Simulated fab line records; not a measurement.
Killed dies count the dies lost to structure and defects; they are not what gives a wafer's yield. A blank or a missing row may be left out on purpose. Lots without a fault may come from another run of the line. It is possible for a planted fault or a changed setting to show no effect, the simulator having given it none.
Matching of chambers | flow n5 finfet | 3 sister chambers for N5_BEOL_M0_SAQP_PECVD_00 on pecvd-03
The step deposits SiCN from 3MS/NH3, target thk 8 nm, time 14 s. 6 wafers are shown with their chamber, then 7 later ones without.

EACH WAFER AND ITS CHAMBER
wafer  | chamber | showerhead vpp V (V) | throttle valve pct (%)
L086.1 | 2       | 946                  | 8.4
L090.1 | 1       | 913                  | 8.8
L090.2 | 2       | 935                  | 8.4
L090.6 | 0       | 829                  | 9.5
L091.4 | 0       | 838                  | 9.6
L091.5 | 1       | 915                  | 9.1

WAFERS WHOSE CHAMBER IS MISSING
wafer  | showerhead vpp V (V) | throttle valve pct (%)
L091.6 | 918                  | 8.6
L095.2 | 849                  | 9.7
L095.4 | 913                  | 8.0
L095.5 | 922                  | 9.4
L094.1 | 845                  | 9.6
L094.3 | 902                  | 9.1
L094.6 | 913                  | 8.7

WHICH CHAMBER EACH ONE RAN IN
wafer  | from the rows above     | in truth
L091.6 | can't be placed: 1 or 2 | 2
L095.2 | 0                       | 0
L095.4 | can't be placed: 2 or 1 | 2
L095.5 | 1                       | 1
L094.1 | 0                       | 0
L094.3 | 1                       | 1
L094.6 | 1                       | 1
Placed correctly: 5 of 7. Unplaceable from these rows: 2, with the true chamber sitting among the candidates in 2. Wrongly placed: 0.
How it was worked out, from the rows above alone: a wafer's distance from a chamber is the root of the sum, over the readings, of the square of ((its reading less the chamber's mean) divided by the reading's scatter). If the next closest chamber is less than 2 further off than the closest, the wafer can't be placed; otherwise it belongs to the closest. For every chamber, the mean is computed from those of its wafers that are shown. The scatter: take each reading less its chamber's mean, square it, sum over the shown wafers, divide by the number of wafers less the number of chambers, and take the root.
